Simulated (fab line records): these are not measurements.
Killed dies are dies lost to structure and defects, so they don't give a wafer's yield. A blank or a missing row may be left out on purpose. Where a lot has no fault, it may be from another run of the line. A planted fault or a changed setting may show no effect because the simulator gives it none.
Split-lot study	flow n5_finfet	on a route of 1938 steps: 7 lots, 39 wafers read

## THE SPLIT
At N5_SD_EPI_N_EPI_21 (deposits Si:P, time 690 s), the setting epi_growth_time_s was moved away from the recipe's 690 s on 12 of the 39 wafers read, by -37.6% to +59.3%. This setting was run at the recipe's value on the other wafers.

The split's own step is where the reading is taken.

## THE READING
Si-P_of_SD_EPI_N_EPI_21.thk_nm (the simulator's own value, which no gauge read), in nm, at N5_SD_EPI_N_EPI_21 (deposits Si:P, time 690 s). There is no usual value for it anywhere in the file. Average 59.1 nm, standard deviation 0.6 nm, over the 27 wafers here run with the recipe.

wafer	tool, chamber at the split	epi_growth_time_s as run, s	against the recipe	Si-P_of_SD_EPI_N_EPI_21.thk_nm, nm	against lot-mates on the recipe
L075.1	epi_rpcvd-02, 0	690	recipe	59	-
L075.3	epi_rpcvd-02, 0	690	recipe	59	-
L075.6	epi_rpcvd-02, 0	690	recipe	59	-
L075.2	epi_rpcvd-02, 0	690	recipe	58.8	-
L075.4	epi_rpcvd-02, 0	690	recipe	58.4	-
L075.5	epi_rpcvd-02, 0	690	recipe	59.8	-
L077.1	epi_rpcvd-01, 0	690	recipe	60.4	-
L077.2	epi_rpcvd-01, 0	690	recipe	59.8	-
L077.3	epi_rpcvd-01, 0	690	recipe	60	-
L077.4	epi_rpcvd-01, 0	690	recipe	60	-
L077.5	epi_rpcvd-01, 0	690	recipe	60	-
L077.6	epi_rpcvd-01, 0	690	recipe	59.6	-
L078.3	epi_rpcvd-01, 0	690	recipe	58.8	-
L078.4	epi_rpcvd-01, 0	690	recipe	58.6	-
L078.6	epi_rpcvd-01, 0	690	recipe	59.2	-
L079.1	epi_rpcvd-01, 0	1011	+46.5%	77.8	+19.3
L079.2	epi_rpcvd-01, 0	1011	+46.5%	77.6	+19.1
L079.3	epi_rpcvd-01, 0	690	recipe	58.4	-
L079.4	epi_rpcvd-01, 0	690	recipe	58.2	-
L079.5	epi_rpcvd-01, 0	690	recipe	59	-
L079.6	epi_rpcvd-01, 0	1011	+46.5%	77.4	+18.9
L084.1	epi_rpcvd-03, 0	690	recipe	58.8	-
L084.3	epi_rpcvd-03, 0	690	recipe	58.8	-
L084.2	epi_rpcvd-03, 0	430.4	-37.6%	39.6	-19.1
L084.4	epi_rpcvd-03, 0	430.4	-37.6%	39.6	-19.1
L084.6	epi_rpcvd-03, 0	430.4	-37.6%	39.6	-19.1
L084.5	epi_rpcvd-03, 0	690	recipe	58.4	-
L092.1	epi_rpcvd-01, 0	836.4	+21.2%	67.2	+8.5
L092.2	epi_rpcvd-01, 0	690	recipe	58.6	-
L092.3	epi_rpcvd-01, 0	690	recipe	59	-
L092.4	epi_rpcvd-01, 0	690	recipe	58.4	-
L092.5	epi_rpcvd-01, 0	836.4	+21.2%	67.4	+8.7
L092.6	epi_rpcvd-01, 0	836.4	+21.2%	67.8	+9.1
L097.1	epi_rpcvd-02, 0	690	recipe	58.6	-
L097.2	epi_rpcvd-02, 0	1099	+59.3%	82	+22.9
L097.3	epi_rpcvd-02, 0	1099	+59.3%	81	+21.9
L097.5	epi_rpcvd-02, 0	1099	+59.3%	81	+21.9
L097.4	epi_rpcvd-02, 0	690	recipe	59.8	-
L097.6	epi_rpcvd-02, 0	690	recipe	58.8	-

FIT RESULTS
A straight line over all 39 wafers: Si-P_of_SD_EPI_N_EPI_21.thk_nm changes by +0.417 nm for each +1% of epi_growth_time_s; r = +0.99; the points scatter about the line by 1.3 nm.
The same after taking each lot's own level away (the mean of its wafers on the recipe; 39 wafers): +0.418 nm for each +1%; r = +0.99; scatter 1.1 nm.
Per that fit: largest epi_growth_time_s move, reading shift of 25 nm.
From 58.53 to 59.97 nm: that is the span of the lots' own levels, equal to 2.4 times the standard deviation above.
Consequently the slope shifts little with the lot-to-lot level, the two slopes agreeing.
Check: with one of the wafers moved furthest among these (+59.3%) left out of the fit, the line predicts +24.6 nm for it against its lot-mates. Against them it came out at +22.9 nm.

## OTHER SPLITS ON THESE WAFERS
Other splits were also applied to these wafers ahead of the reading. Each is held against what the fit with the lots' levels taken away leaves over:
other split on the same wafers	wafers away from the commonest value	r with Si-P_of_SD_EPI_N_EPI_21.thk_nm (lot level and that fit taken away)
N5_FIN_SAQP_ETCH_65 time_s	12	-0.34

## THE WHOLE CHAIN: every reading that the file lists as answering this split, in the file's order
step	what it does	reading	change (the file's fit)	r (the file's)
N5_SD_EPI_N_EPI_21	deposits Si:P, time 690 s	Si-P_of_SD_EPI_N_EPI_21.thk_nm (the simulator's own value, which no gauge read)	+0.412 nm for each +1% of the setting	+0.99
N5_SD_EPI_N_EPI_MEAS_23		thk_nm	withheld for each +1% of the setting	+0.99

## THE FILE'S OWN FIT
Si-P_of_SD_EPI_N_EPI_21.thk_nm changes by +0.412 nm for each +1% of epi_growth_time_s, r = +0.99.
